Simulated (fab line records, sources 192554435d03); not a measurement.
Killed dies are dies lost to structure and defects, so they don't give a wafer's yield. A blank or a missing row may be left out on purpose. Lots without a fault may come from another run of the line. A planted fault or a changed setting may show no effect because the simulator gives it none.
Split-lot experiment | flow n5_finfet | 7 lots, 21 wafers read, on a route of 1938 steps

THE SPLIT
At N5_BEOL_M13_ETCH_68 (etches SOC in N2/H2, time 355 s), the setting time_s was moved away from the recipe's 355 s on 5 of the 21 wafers read, by -21.9% to -9.5%. The other wafers ran this setting at the recipe's value.

The reading is taken at the split's own step.

THE READING
SiARC_of_BEOL_M13_COAT_66.thk_nm (the simulator's own value, which no gauge read), in nm, at N5_BEOL_M13_ETCH_68 (etches SOC in N2/H2, time 355 s). The file gives no usual value for it. The 16 wafers here that ran the recipe average 77.4 nm, standard deviation 0.54 nm.

wafer  | tool, chamber at the split | time_s as run, s | against the recipe | SiARC_of_BEOL_M13_COAT_66.thk_nm, nm | against lot-mates on the recipe
L076.1 | rie_diel-01, 0             | 355              | recipe             | 77.4                                 | -
L076.4 | rie_diel-01, 1             | 355              | recipe             | 77.8                                 | -
L076.6 | rie_diel-01, 0             | 355              | recipe             | 77.2                                 | -
L077.2 | rie_diel-05, 2             | 277.2            | -21.9%             | 84.4                                 | +7.8
L077.3 | rie_diel-05, 1             | 277.2            | -21.9%             | 84.6                                 | +8.0
L077.6 | rie_diel-05, 1             | 355              | recipe             | 76.6                                 | -
L082.1 | rie_diel-04, 1             | 355              | recipe             | 77.6                                 | -
L082.4 | rie_diel-04, 2             | 355              | recipe             | 77.4                                 | -
L082.5 | rie_diel-04, 0             | 355              | recipe             | 76.6                                 | -
L086.2 | rie_diel-01, 2             | 355              | recipe             | 76.8                                 | -
L086.3 | rie_diel-01, 1             | 355              | recipe             | 77.2                                 | -
L086.6 | rie_diel-01, 0             | 355              | recipe             | 76.4                                 | -
L093.1 | rie_diel-04, 2,1           | 355              | recipe             | 78                                   | -
L093.2 | rie_diel-04, 2,1           | 355              | recipe             | 78                                   | -
L093.6 | rie_diel-04, 0             | 355              | recipe             | 77.4                                 | -
L094.1 | rie_diel-04, 2             | 355              | recipe             | 77.4                                 | -
L094.3 | rie_diel-04, 0             | 321.4            | -9.5%              | 80                                   | +2.1
L094.6 | rie_diel-04, 1             | 355              | recipe             | 78.4                                 | -
L097.2 | rie_diel-04, 2             | 301.2            | -15.2%             | 82                                   | +4.4
L097.3 | rie_diel-04, 3             | 301.2            | -15.2%             | 81.8                                 | +4.2
L097.5 | rie_diel-04, 1             | 355              | recipe             | 77.6                                 | -
Where a row lists several chambers, the file gives one row for several wafers and doesn't say which wafer went through which chamber.

THE FIT
A straight line over all 21 wafers: SiARC_of_BEOL_M13_COAT_66.thk_nm changes by -0.316 nm for each +1% of time_s; r = -0.98; the points scatter about the line by 0.51 nm.
The same after taking each lot's own level away (the mean of its wafers on the recipe; 21 wafers): -0.332 nm for each +1%; r = -0.98; scatter 0.5 nm.
On that fit, the largest move of time_s shifts the reading by 7.3 nm.
The lots' own levels span 76.60 to 77.90 nm, that is 2.4 times the standard deviation above.
So the lot-to-lot level changes the slope little: the two slopes agree.
Check: with one of the wafers moved furthest among these (-21.9%) left out of the fit, the line predicts +6.95 nm for it against its lot-mates. It came out at +7.8 nm against them.

OTHER SPLITS ON THESE WAFERS
These wafers also went through other splits before the reading. Each is held against what the fit with the lots' levels taken away leaves over:
other split on the same wafers | wafers away from the commonest value | r with SiARC_of_BEOL_M13_COAT_66.thk_nm (lot level and that fit taken away)
N5_BEOL_M10_COAT_22 spin_rpm   | 3                                    | -0.04
N5_BEOL_M11_ETCH_62 bias_w     | 9                                    | +0.34
N5_BEOL_M11_COAT_63 spin_rpm   | 9                                    | -0.39
N5_BEOL_M11_ETCH_41 time_s     | 6                                    | -0.25

THE FILE'S OWN FIT
SiARC_of_BEOL_M13_COAT_66.thk_nm changes by -0.323 nm for each +1% of time_s, r = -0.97.
